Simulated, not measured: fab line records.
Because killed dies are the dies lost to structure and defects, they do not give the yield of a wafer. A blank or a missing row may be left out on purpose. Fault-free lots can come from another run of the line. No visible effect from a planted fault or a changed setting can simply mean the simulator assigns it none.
Split-lot trial	flow n5Finfet	7 lots, 21 wafers read, on a route of 1938 steps

== THE SPLIT ITSELF ==
At N5_FIN_CUT_EXPOSE_05 (exposes mask FIN CUT), the setting doseMj was moved away from the recipe's 45.75 on 7 of the 21 wafers read, by -4.9% to +6.0%. For the rest of the wafers, this setting stayed at what the recipe calls for.

== FROM THE SPLIT TO THE READING: what the file shows between them, 2 steps ==
- N5_FIN_CUT_PEB_06: peb time 60 s
- N5_FIN_CUT_DEVELOP_07: develop time 30 s

== THE READING ==
At N5_FIN_CUT_CD_MEAS_08: cdNm in nanometres, against a target cd of 29.1 nm. Fault-free wafers of this fab line usually give 29.20 nm, standard deviation 0.23 nm.

wafer	tool, chamber at the split	doseMj as run	against the recipe	cdNm, nm	against lot-mates on the recipe
L076.1	euvScanner-01, 0	47.92	+4.7%	30.10	+1.20
L076.4	euvScanner-01, 0	45.75	recipe	28.97	-
L076.5	euvScanner-01, 0	45.75	recipe	28.83	-
L080.1	euvScanner-02, 0	45.75	recipe	29.19	-
L080.2	euvScanner-02, 0	45.75	recipe	29.25	-
L080.4	euvScanner-02, 0	44.45	-2.8%	28.61	-0.61
L081.3	euvScanner-01, 0	45.75	recipe	29.30	-
L081.4	euvScanner-01, 0	45.75	recipe	28.97	-
L081.5	euvScanner-01, 0	43.49	-4.9%	28.45	-0.68
L090.4	euvScanner-02, 0	45.75	recipe	29.34	-
L090.5	euvScanner-02, 0	45.75	recipe	29.33	-
L090.6	euvScanner-02, 0	45.75	recipe	29.24	-
L091.2	euvScanner-02, 0	44.68	-2.3%	28.79	-0.49
L091.3	euvScanner-02, 0	45.75	recipe	29.28	-
L091.6	euvScanner-02, 0	44.68	-2.3%	28.35	-0.93
L092.2	euvScanner-01, 0	48.48	+6.0%	30.43	+1.28
L092.4	euvScanner-01, 0	45.75	recipe	29.15	-
L092.5	euvScanner-01, 0	48.48	+6.0%	29.76	+0.61
L097.2	euvScanner-01, 0	45.75	recipe	29.25	-
L097.3	euvScanner-01, 0	45.75	recipe	28.90	-
L097.4	euvScanner-01, 0	45.75	recipe	29.04	-

FIT RESULTS
A straight line over all 21 wafers: cdNm changes by +0.172 nm for each +1% of doseMj; r = +0.91; the points scatter about the line by 0.21 nm.
The same after taking each lot's own level away (the mean of its wafers on the recipe; 21 wafers): +0.186 nm for each +1%; r = +0.92; scatter 0.21 nm.
The reading moves by 1.1 nm for the largest change in doseMj, on that fit.
Across the lots, their own levels run from 28.900 to 29.303 nm, a range of 1.8 times the standard deviation given above.
The two slopes agree, so the slope changes little with the lot-to-lot level.
Check: with one of the wafers moved furthest among these (+6.0%) left out of the fit, the line predicts +1.01 nm for it against its lot-mates. It came out at +1.28 nm against them.

== THE OTHER SPLITS THESE WAFERS WENT THROUGH ==
Note: prior to the reading, these wafers also went through further splits. Each is held against what the fit with the lots' levels taken away leaves over:
other split on the same wafers	wafers away from the commonest value	r with cdNm (lot level and that fit taken away)
N5_WELL_APT_COAT_02 spinRpm	8	+0.24
N5_WELL_APT_EXPOSE_05 doseMj	6	-0.26
N5_PMOS_HMC_CHANNEL_EPI_PEB_07 pebTimeS	6	-0.55
N5_PMOS_HMC_CHANNEL_EPI_ETCH_32 biasW	6	+0.11
N5_FIN_SAQP_ETCH_52 sourceW	10	-0.19
N5_FIN_CUT_COAT_02 spinRpm	7	+0.22

== THE WHOLE CHAIN: every reading that the file lists as answering this split, in the file's order ==
step	what it does	reading	change (the file's fit)	r (the file's)
N5_FIN_CUT_CD_MEAS_08	target cd 29.1 nm	cdNm	+0.188 nm for each +1% of the setting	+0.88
N5_FIN_CUT_ETCH_30	etches underlayer in N2/H2, target depth 13 nm, time 10.4 s	FIN_CUT.cdOffsetNm (the simulator's own value, which no gauge read)	+0.19 nm for each +1% of the setting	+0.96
N5_FIN_CUT_ETCH_20	etches SiARC in CF4, target depth 26 nm, time 43.3 s	FIN_CUT.cdOffsetNm (the simulator's own value, which no gauge read)	+0.201 nm for each +1% of the setting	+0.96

== FILE'S OWN FIT ==
cdNm changes by +0.188 nm for each +1% of doseMj, r = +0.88.
